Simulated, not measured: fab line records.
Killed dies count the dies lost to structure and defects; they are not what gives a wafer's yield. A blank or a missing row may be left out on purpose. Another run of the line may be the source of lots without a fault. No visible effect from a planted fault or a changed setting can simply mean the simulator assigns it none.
A single fault, viewed from 2 desks | flow n5_finfet | every desk sees just its own numbers, and what lay behind them comes last

== AT THE METROLOGY DESK ==
What the gauges read, lot by lot, whatever tool the lot ran on: means of the sampled wafers that have a number. If a lot's mean is further than 4 standard deviations from the usual mean, the lot is out of limits and carries the mark OUT (the distance appears in the brackets). It has 10 readings; the 7 that lie furthest out on some lot are the ones shown.
Columns: A = DIBL_N at N5_BEOL_M4_RC_MEAS_101, usual 36.5 mV/V; B = IOFF_N at N5_BEOL_M4_RC_MEAS_101, usual 0.16 nA/um; C = IOFF_P at N5_BEOL_M4_RC_MEAS_101, usual 0.21 nA/um; D = ION_N at N5_BEOL_M4_RC_MEAS_101, usual 676 uA/um; E = ION_P at N5_BEOL_M4_RC_MEAS_101, usual 462 uA/um; F = VT_N at N5_BEOL_M4_RC_MEAS_101, usual 249 mV; G = VT_P at N5_BEOL_M4_RC_MEAS_101, usual -250 mV
lot  | first seen here | A    | B    | C    | D   | E   | F   | G
L123 | day 8 08:06     | 36.9 | 0.19 | 0.22 | 685 | 467 | 246 | -249
L124 | day 8 16:08     | 37.3 | 0.20 | 0.23 | 693 | 472 | 243 | -248
L128 | day 9 09:56     | 38.2 | 0.19 | 0.25 | 681 | 467 | 247 | -247
L130 | day 10 03:45    | 34.7 | 0.14 | 0.21 | 665 | 462 | 253 | -249
L132 | day 10 05:56    | 36.3 | 0.15 | 0.17 | 672 | 452 | 249 | -256
L136 | day 11 14:52    | 37.0 | 0.18 | 0.26 | 681 | 477 | 246 | -244
L140 | day 11 16:50    | 37.5 | 0.18 | 0.22 | 677 | 463 | 248 | -249
L141 | day 12 18:10    | 37.3 | 0.21 | 0.25 | 694 | 472 | 245 | -247
L143 | day 13 01:03    | 37.1 | 0.16 | 0.21 | 675 | 462 | 250 | -249
L144 | day 13 05:24    | 36.4 | 0.14 | 0.19 | 671 | 459 | 250 | -251
L146 | day 13 22:10    | 37.1 | 0.16 | 0.22 | 682 | 469 | 248 | -248
This desk found nothing out of limits on any of the 11 lots.

== THE TOOL OWNER'S DESK: litho_track-01 ==
The tool's own readings at N5_BEOL_M1_COAT_61 (time 60 s, resist thk 60 nm): means of the sampled wafers that have a number, for each lot that ran on this tool. If a lot's mean is further than 4 standard deviations from the usual mean, the lot is out of limits and carries the mark OUT (the distance appears in the brackets).
Columns: A = spin_speed_rpm at N5_BEOL_M1_COAT_61, usual 1499.9 rpm
lot  | first seen here | A
L123 | day 6 07:11     | 1499.7
L128 | day 7 03:28     | 1499.8
L132 | day 8 10:10     | 1613.2 (+99 or more) OUT
L136 | day 9 10:47     | 1613.4 (+99 or more) OUT
This desk's verdict: out of limits on L132, L136, starting with L132 at day 8 10:10 (spin_speed_rpm at N5_BEOL_M1_COAT_61). Within limits: L123, L128.

== TAKEN TOGETHER ==
At day 8 10:10, on L132, L136, the tool owner's desk was in a position to raise an alarm.
Nothing out of limits was seen by the metrology desk.
The metrology desk holds a record of L132, L136, inside its limits.
N5_BEOL_M1_COAT_61 was run on litho_track-01 by each of the lots named.

== WHAT THE SIMULATOR HAD PUT IN ==
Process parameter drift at N5_BEOL_M1_COAT_61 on litho_track-01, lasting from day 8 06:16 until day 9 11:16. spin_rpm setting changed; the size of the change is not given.
Shown lots that were struck: L132, L136.
Time in hours from fault onset to the first out-of-limits reading at each desk: the tool owner's desk, 4.
